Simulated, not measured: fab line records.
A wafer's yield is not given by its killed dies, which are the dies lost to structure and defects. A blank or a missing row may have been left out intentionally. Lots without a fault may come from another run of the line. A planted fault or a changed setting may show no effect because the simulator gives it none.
Chamber matching ; flow n5_finfet ; N5_FIN_SAQP_PECVD_06 on pecvd-03: 3 sister chambers
The step deposits a-Si from SiH4/He, target thk 60 nm, time 48.1 s. 3 wafers are shown with their chamber, then 8 later ones without.

EACH WAFER AND ITS CHAMBER
wafer;chamber;showerhead_plenum_p_Torr (Torr)
L088.2;0;5.76
L088.3;1;5.74
L089.2;2;5.64

WAFERS WITH NO CHAMBER GIVEN
wafer;showerhead_plenum_p_Torr (Torr)
L089.3;5.76
L089.6;5.74
L092.1;5.74
L092.4;5.74
L092.6;5.75
L093.1;5.65
L093.4;5.64
L093.5;5.76

WHICH CHAMBER EACH ONE RAN IN
wafer;from the rows above;in truth
L089.3;0;0
L089.6;1;1
L092.1;1;1
L092.4;1;1
L092.6;can't be placed: 0 or 1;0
L093.1;2;2
L093.4;2;2
L093.5;0;0
Placed correctly: 7 of 8. Not placeable from these rows: 1 (in 1, the candidates include the true chamber). Number placed wrongly: 0.
How it was worked out, from the rows above alone: a wafer's distance from a chamber is the root of the sum, over the readings, of the square of ((its reading less the chamber's mean) divided by the reading's scatter). If the next closest chamber is less than 2 further off than the closest, the wafer can't be placed; otherwise it belongs to the closest. The mean given for a chamber averages the wafers shown for that chamber. The scatter: with one shown wafer a chamber, the root of the mean of the squares of how far each hidden wafer lies from its nearest shown one.
